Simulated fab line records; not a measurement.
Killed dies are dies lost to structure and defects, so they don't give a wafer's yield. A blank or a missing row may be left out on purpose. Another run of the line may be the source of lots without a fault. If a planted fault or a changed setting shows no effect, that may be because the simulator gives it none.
fab line records	flow nandHarc
[record] lots = 13	wafers = 39	lastDay = 33
route steps=1302 shown P_ZERO_WELL@18 P_STI@84 END@1302
lots untouched by any fault: they come from a run of this same line in which no faults occurred
startH: hours from the record's opening day to when the first of the lot's shown wafers began	waitH: how many hours have passed since the lot's step before this one	" unchanged from the row above	L1.1+2: several wafers, shown together as one row	- no value present, or no start provided	* or withheld: withheld	< > ~ a bound
route shown NAME@n: names a module that has steps shown in the file, with the first one's number in the route	usual: average and standard deviation across the fault-free wafers	same: alike in all rows	chamber/n: place in a boat	sites: each site's reading	_std_site: how widely they spread, as a standard deviation	_edge_site: the outer-site mean with the inner-site mean subtracted	radiusMm: for every site, how far away it sits from the centre of the wafer	mask NAME#n: copy n	behind: the tool/chamber that last shaped the wafer	hold: cause of the lot's hold/its duration in hours/its outcome	device: transistor that didn't switch, given as n, p or np	end of line: the route-end tests of the same wafers	where a step has no rows: the recipe by itself	killed: dies that structure and defects cost at the first sort, which is not the same as the wafer's yield	map: per-die view of a wafer (x killed, . not killed, _ where there is no die)
set.NAME: the run value of the setting; set.NAME@STEP: its run value at that earlier step	model.NAME: the simulator's own value behind a step, which no gauge read
the route's steps for a sample of lots (tables are steps, rows are wafers)
services: a tool's chamber out of use, with start hour (startH, from the record's first day; less than 0 if before it), hours out, and reason
[[steps]]
[step NHARC_P_ZERO_WELL_ETCH_62]
[recipe] targetDepthA = 130	timeS = 6.5	chf3FlowSccm = 50	arFlowSccm = 200	rfW = 500	biasW = 200	chemistry = CHF3/Ar
[usual] chf3FlowSccm = 50.02/0.16	drypumpMotorCurrentA = 5.8/0.48	oesProductAu = 0.961/0.019	rfVppV = 371.1/1.6	showerheadPlenumPTorr = 2.36/0.065	throttleValvePct = 20.217/0.009
[same] timeS = 6.5
lot.wafer	tool	chamber	startH	waitH	chf3FlowSccm	drypumpMotorCurrentA	oesProductAu	rfHoursCounterH	rfVppV	showerheadPlenumPTorr	throttleValvePct
L846.1	rieDiel-06	1	-	-	49.92	6.0	0.983	22	369.4	2.26	20.219
L846.4	"	0	"	"	49.85	6.3	0.937	19	372.3	2.42	20.221
L846.5	"	1	"	"	50.06	6.0	0.973	-	367.2	2.26	20.197
L847.1	rieDiel-12	0	-	-	49.82	6.1	0.973	24	370.1	2.33	20.198
L847.4	"	3	"	"	50.05	6.0	0.961	-	373.2	2.42	20.216
L847.5	"	0	"	"	49.94	6.1	0.963	-	371.3	2.33	20.226
L848.3	rieDiel-06	0	-	-	50.16	6.3	0.956	24	372.2	2.42	20.216
L848.1	"	2	"	"	50.14	4.6	0.974	29	371.7	2.42	20.225
L848.5	"	0	"	"	50.07	6.4	0.950	-	372.9	2.42	20.209
L855.3	rieDiel-12	1	-	-	50.11	5.9	0.987	2	369.7	2.36	20.224
L855.2	"	3	"	"	49.90	6.0	0.974	2	371.7	2.41	20.222
L855.4	"	0	"	"	49.96	6.1	0.968	2	369.8	2.32	20.217
L856.1	rieDiel-12	0	-	-	50.23	6.1	0.987	5	370.5	2.32	20.216
L856.2	"	3	"	"	49.97	6.0	0.985	7	371.7	2.41	20.215
L856.6	"	1	"	"	50.02	5.9	0.968	-	371.2	2.36	20.217
L861.2	rieDiel-10	3	-	-	50.23	5.0	0.966	29	371.6	2.42	20.226
L861.4	"	0	"	"	49.89	5.7	0.956	32	369.6	2.22	20.214
L861.3	"	1	"	"	49.72	6.5	0.949	30	371.2	2.36	20.220
L862.3	rieDiel-12	3	-	-	50.08	6.0	0.941	24	371.6	2.40	20.210
L862.2	"	1	"	"	49.74	5.9	0.926	25	371.1	2.35	20.208
L862.6	"	0	"	"	50.29	6.1	0.940	-	370.7	2.31	20.202
L863.2	rieDiel-12	0	-	-	50.19	6.1	0.962	31	369.9	2.31	20.211
L863.3	"	1	"	"	50.17	5.9	0.957	31	371.1	2.35	20.198
L863.6	"	2	"	"	50.23	5.7	0.958	-	371.3	2.37	20.211
L864.3	rieDiel-12	3	-	-	50.31	6.0	0.909	30	373.0	2.40	20.230
L864.5	"	3	"	"	50.09	6.0	0.914	-	370.7	2.40	20.206
L864.6	"	1	"	"	50.09	5.9	0.921	-	371.2	2.35	20.195
L865.1	rieDiel-10	0	-	-	50.27	5.7	0.972	47	366.0	2.22	20.208
L865.4	"	1	"	"	49.75	6.5	0.992	39	369.3	2.36	20.216
L865.5	"	2	"	"	49.99	5.9	0.994	-	374.5	2.46	20.229
L866.4	rieDiel-12	2	-	-	50.28	5.8	0.919	38	371.6	2.37	20.213
L866.5	"	0	"	"	49.81	6.1	0.937	-	369.7	2.30	20.216
L866.6	"	1	"	"	50.25	5.9	0.928	-	370.9	2.35	20.209
L867.1	rieDiel-06	1	-	-	49.91	6.0	0.931	25	367.2	2.24	20.210
L867.2	"	3	"	"	50.07	5.3	0.970	31	370.2	2.33	20.221
L867.3	"	0	"	"	49.86	6.3	0.963	29	371.4	2.40	20.236
L868.2	rieDiel-10	1	-	-	50.04	6.5	0.971	49	369.8	2.35	20.236
L868.1	"	2	"	"	50.25	5.9	0.972	48	372.5	2.45	20.233
L868.6	"	3	"	"	49.93	5.0	0.977	-	372.5	2.41	20.215
[step NHARC_P_ZERO_WELL_STRIP_28]
[recipe] timeS = 840	tempC = 130	chemistry = SPM
[same] timeS = 840
lot.wafer	tool	chamber	startH	waitH
L846.1+4+5	wetBench-03	4,6,7	23.52	0.2
L847.1+5+4	wetBench-09	1,2,3	33.30	0.2
L848.1+5+3	wetBench-09	7,2,3	45.00	0.2
L855.3+4+2	wetBench-09	3,4,0	113.35	0.1
L856.1+6+2	wetBench-09	3,5,6	123.35	0.2
L861.2+4+3	wetBench-07	1,2,3	173.67	0.2
L862.2+6+3	wetBench-07	7,3,4	190.78	0.2
L863.3+2+6	wetBench-07	0,1,3	193.45	0.1
L864.5+3+6	wetBench-03	6,7,0	203.38	0.1
L865.4+1+5	wetBench-09	6,2,3	213.49	0.1
L866.5+4+6	wetBench-09	0,1,3	226.82	0.1
L867.2+1+3	wetBench-03	0,3,4	233.44	0.2
L868.2+6+1	wetBench-09	1,2,4	243.36	0.2
[step NHARC_P_ZERO_WELL_CD_MEAS_37]
[recipe] targetCdNm = 720	landingEnergyEv = 500
[usual] cdNm = 719.4/1.6
lot.wafer	tool	chamber	startH	waitH	cdNm
L846.1	cdSem-01	0	24.27	-	721.5
L846.4	"	0	"	"	718.4
L846.5	"	0	"	"	716.8
L847.1	cdSem-03	0	33.91	-	720.4
L847.4	"	0	"	"	718.0
L847.5	"	0	"	"	718.4
L848.1	cdSem-02	0	45.76	-	717.4
L848.3	"	0	"	"	717.9
L848.5	"	0	"	"	718.0
L855.2	cdSem-01	0	113.98	-	716.9
L855.3	"	0	"	"	721.8
L855.4	"	0	"	"	719.0
L856.1	cdSem-03	0	124.09	-	721.1
L856.2	"	0	"	"	721.9
L856.6	"	0	"	"	718.9
L861.2	cdSem-03	0	174.43	-	717.9
L861.3	"	0	"	"	719.6
L861.4	"	0	"	"	719.2
L862.2	cdSem-02	0	191.53	-	719.7
L862.3	"	0	"	"	717.3
L862.6	"	0	"	"	721.5
L863.2	cdSem-02	0	194.07	-	720.1
L863.3	"	0	"	"	718.6
L863.6	"	0	"	"	717.7
L864.3	cdSem-03	0	204.13	-	721.8
L864.5	"	0	"	"	721.3
L864.6	"	0	"	"	720.1
L865.1	cdSem-03	0	214.13	-	720.2
L865.4	"	0	"	"	719.3
L865.5	"	0	"	"	721.3
L866.4	cdSem-02	0	227.46	-	720.9
L866.5	"	0	"	"	719.9
L866.6	"	0	"	"	718.2
L867.1	cdSem-02	0	234.07	-	719.5
L867.2	"	0	"	"	719.1
L867.3	"	0	"	"	717.9
L868.1	cdSem-01	0	243.99	-	719.0
L868.2	"	0	"	"	722.1
L868.6	"	0	"	"	721.3
[step NHARC_P_ZERO_WELL_INSPECT_43]
[usual] rawDefectCount = 11/5.6
lot.wafer	tool	chamber	startH	waitH	rawDefectCount
L846.1	defectInspect-01	-	27.79	0.6	8
L846.4	"	-	"	"	22
L846.5	"	-	"	"	8
L847.1	defectInspect-02	-	37.37	0.6	5
L847.4	"	-	"	"	11
L847.5	"	-	"	"	6
L848.1	defectInspect-02	-	49.27	0.6	5
L848.3	"	-	"	"	7
L848.5	"	-	"	"	5
L855.2	defectInspect-01	-	119.38	0.5	1423
L855.3	"	-	"	"	1408
L855.4	"	-	"	"	1465
L856.1	defectInspect-01	-	127.44	0.6	1438
L856.2	"	-	"	"	1472
L856.6	"	-	"	"	1409
L861.2	defectInspect-02	-	178.14	0.5	15
L861.3	"	-	"	"	15
L861.4	"	-	"	"	14
L863.2	defectInspect-02	-	197.69	0.5	9
L863.3	"	-	"	"	12
L863.6	"	-	"	"	10
L862.2	defectInspect-01	-	198.79	0.5	10
L862.3	"	-	"	"	17
L862.6	"	-	"	"	14
L864.3	defectInspect-01	-	207.50	0.4	11
L864.5	"	-	"	"	14
L864.6	"	-	"	"	14
L865.1	defectInspect-02	-	217.58	0.6	9
L865.4	"	-	"	"	13
L865.5	"	-	"	"	10
L866.4	defectInspect-02	-	230.94	0.2	17
L866.5	"	-	"	"	17
L866.6	"	-	"	"	16
L867.1	defectInspect-02	-	237.53	0.6	23
L867.2	"	-	"	"	32
L867.3	"	-	"	"	18
L868.1	defectInspect-01	-	249.83	0.6	4
L868.2	"	-	"	"	13
L868.6	"	-	"	"	13
[step NHARC_P_STI_OVL_MEAS_10]
[usual] overlayXNm = -1/5	overlayYNm = -1/6.3
lot.wafer	tool	chamber	startH	waitH	overlayXNm	overlayYNm
L846.1	overlay-02	-	48.01	-	7	-10
L846.4	"	-	"	"	6	-10
L846.5	"	-	"	"	6	-10
L847.1	overlay-02	-	54.13	-	2	5
L847.4	"	-	"	"	1	4
L847.5	"	-	"	"	2	4
L848.1	overlay-01	-	64.71	-	2	-8
L848.3	"	-	"	"	2	-8
L848.5	"	-	"	"	2	-8
L855.2	overlay-02	-	134.22	-	10	1
L855.3	"	-	"	"	10	1
L855.4	"	-	"	"	10	1
L856.1	overlay-02	-	142.64	-	-5	-3
L856.2	"	-	"	"	-6	-3
L856.6	"	-	"	"	-5	-2
L861.2	overlay-01	-	196.02	-	4	4
L861.3	"	-	"	"	4	4
L861.4	"	-	"	"	4	4
L863.2	overlay-02	-	213.02	-	1	0
L863.3	"	-	"	"	2	0
L863.6	"	-	"	"	2	1
L862.2	overlay-01	-	213.18	-	-6	-5
L862.3	"	-	"	"	-6	-5
L862.6	"	-	"	"	-6	-5
L864.3	overlay-02	-	224.94	-	-2	2
L864.5	"	-	"	"	-1	2
L864.6	"	-	"	"	-1	2
L865.1	overlay-01	-	232.09	-	-9	-5
L865.4	"	-	"	"	-9	-4
L865.5	"	-	"	"	-9	-5
L866.4	overlay-02	-	245.57	-	-2	-1
L866.5	"	-	"	"	-2	-1
L866.6	"	-	"	"	-2	-2
L867.1	overlay-01	-	253.84	-	1	-3
L867.2	"	-	"	"	1	-3
L867.3	"	-	"	"	0	-3
L868.1	overlay-02	-	265.40	-	-3	-19
L868.2	"	-	"	"	-2	-19
L868.6	"	-	"	"	-2	-19
[step NHARC_END_SORT_01]
[recipe] tempC = 25
[usual] killedAtArray = 55/19	killedAtOther = 0.6/0.99	killedAtPeriphery = 4.2/2.6	killedDies = 60/18	killedOpen = 3.4/1.7	killedShort = 2.3/1.5
[same] grossDies = 677
lot.wafer	tool	chamber	startH	waitH	killedAtArray	killedAtOther	killedAtPeriphery	killedDies	killedOpen	killedShort
L856.1	prober-02	0	645.39	2.5	61	0	115	176	1	2
L856.2	prober-02	0	646.19	2.8	58	0	38	96	3	3
L856.6	prober-02	0	649.41	4.0	54	0	111	165	2	1
L855.2	prober-01	0	653.97	2.8	53	2	108	163	3	2
L855.3	prober-01	0	654.77	3.1	56	0	107	163	3	2
L855.4	prober-01	0	655.57	3.4	57	0	110	167	2	1
// killed by level:class
L856.1 P_ZERO_WELL:unspecified=108 A_CHANNEL_HOLE_D1:chamberFilmFlake=35 A_CHANNEL_HOLE_D2:chamberFilmFlake=13 P_BONDPAD:chamberFilmFlake=6 A_CONTACT:chamberFilmFlake=3 A_CHANNEL_FILL_D1:chamberFilmFlake=2 A_STAIRCASE:chamberFilmFlake=2 A_SLIT:chamberFilmFlake=2
L856.2 P_ZERO_WELL:unspecified=36 A_CHANNEL_HOLE_D1:chamberFilmFlake=26 A_CHANNEL_HOLE_D2:chamberFilmFlake=20 A_ONON_D2:geometricParticle:open=2 P_BONDPAD:chamberFilmFlake=2 A_STAIRCASE:chamberFilmFlake=2 A_CONTACT:chamberFilmFlake=2 A_CHANNEL_HOLE_D1:geometricParticle:short=1
L856.6 P_ZERO_WELL:unspecified=107 A_CHANNEL_HOLE_D1:chamberFilmFlake=22 A_CHANNEL_HOLE_D2:chamberFilmFlake=12 A_CONTACT:chamberFilmFlake=5 P_BONDPAD:chamberFilmFlake=4 A_STAIRCASE:chamberFilmFlake=3 A_CHANNEL_FILL_D2:chamberFilmFlake=3 A_WL_FILL:chamberFilmFlake=3
L855.2 P_ZERO_WELL:unspecified=106 A_SLIT:chamberFilmFlake=30 A_CHANNEL_HOLE_D2:chamberFilmFlake=8 A_STAIRCASE:chamberFilmFlake=3 A_CHANNEL_HOLE_D1:chamberFilmFlake=3 A_CONTACT:chamberFilmFlake=3 P_CONTACT:geometricParticle:open=1 A_CHANNEL_FILL_D2:geometricParticle:open=1
L855.3 P_ZERO_WELL:unspecified=103 A_SLIT:chamberFilmFlake=35 A_CHANNEL_HOLE_D2:chamberFilmFlake=8 A_CONTACT:chamberFilmFlake=7 A_CHANNEL_HOLE_D1:chamberFilmFlake=3 P_CONTACT:chamberFilmFlake=2 P_CONTACT:geometricParticle:open=1 P_M0:geometricParticle:open=1
L855.4 P_ZERO_WELL:unspecified=108 A_SLIT:chamberFilmFlake=33 A_CHANNEL_HOLE_D2:chamberFilmFlake=10 A_CONTACT:chamberFilmFlake=5 A_CHANNEL_HOLE_D1:chamberFilmFlake=3 A_CHANNEL_FILL_D2:chamberFilmFlake=2 A_WL_FILL:chamberFilmFlake=2 P_CONTACT:geometricParticle:open=1
[[services]]
tool	chamber	startH	hours	kind
wetBench-09	-	0.80	8.0	pm
rieDiel-12	-	11.20	12.8	repair
wetBench-03	-	34.40	8.0	pm
rieDiel-12	1	41.82	7.0	repair
rieDiel-06	1	53.94	19.6	repair
wetBench-03	-	57.82	0.8	repair
rieDiel-12	-	59.50	0.3	repair
rieDiel-10	-	65.53	9.0	pm
rieDiel-10	3	76.84	9.1	repair
rieDiel-10	2	77.01	2.6	repair
rieDiel-10	1	82.18	4.8	repair
wetBench-09	-	84.73	3.7	repair
rieDiel-12	-	92.82	9.0	pm
rieDiel-06	-	132.56	9.0	pm
rieDiel-12	-	150.04	0.6	repair
wetBench-07	-	160.00	8.0	pm
rieDiel-10	1	174.13	8.7	repair
rieDiel-10	2	174.26	11.2	repair
wetBench-09	-	176.80	8.0	pm
rieDiel-06	-	177.41	0.1	repair
rieDiel-12	-	193.82	1.0	repair
rieDiel-12	0	198.39	11.0	repair
wetBench-03	-	210.40	8.0	pm
rieDiel-10	-	242.59	9.0	pm
[[key]]
[firstSign] step = NHARC_P_ZERO_WELL_INSPECT_43	reading = rawDefectCount	direction = up	sigmas = 99+	usual = 11	struck = 1436
[effect] step = NHARC_END_SORT_01	reading = killedAtPeriphery	direction = up	sigmas = 36	usual = 4.2	struck = 98.2
[moreKillsBornAt] NHARC_P_ZERO_WELL_STRIP_28@wetBench-09 = 568
metAt NHARC_P_ZERO_WELL_STRIP_28
struckLots L855,L856
testerLeftOut L855,L856
notActingAt NHARC_P_ZERO_WELL_ETCH_62,NHARC_P_ZERO_WELL_CD_MEAS_37,NHARC_P_STI_OVL_MEAS_10
onsetBetween 45.00 113.35
[fault] kind = chamberParticleSource	tool = wetBench-09	chamber = -	onsetH = 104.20	steps = NHARC_P_ZERO_WELL_STRIP_28	ratePerVisitCm2 = 2.1696	endH = 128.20
// testerLeftOut: of these lots the tester's yield and bins aren't shown, on N5 and GAA mostly nor the transistor test; their killed dies are dies lost to structure and defects alone, not to doping, threshold or leakage, so they don't give the yield
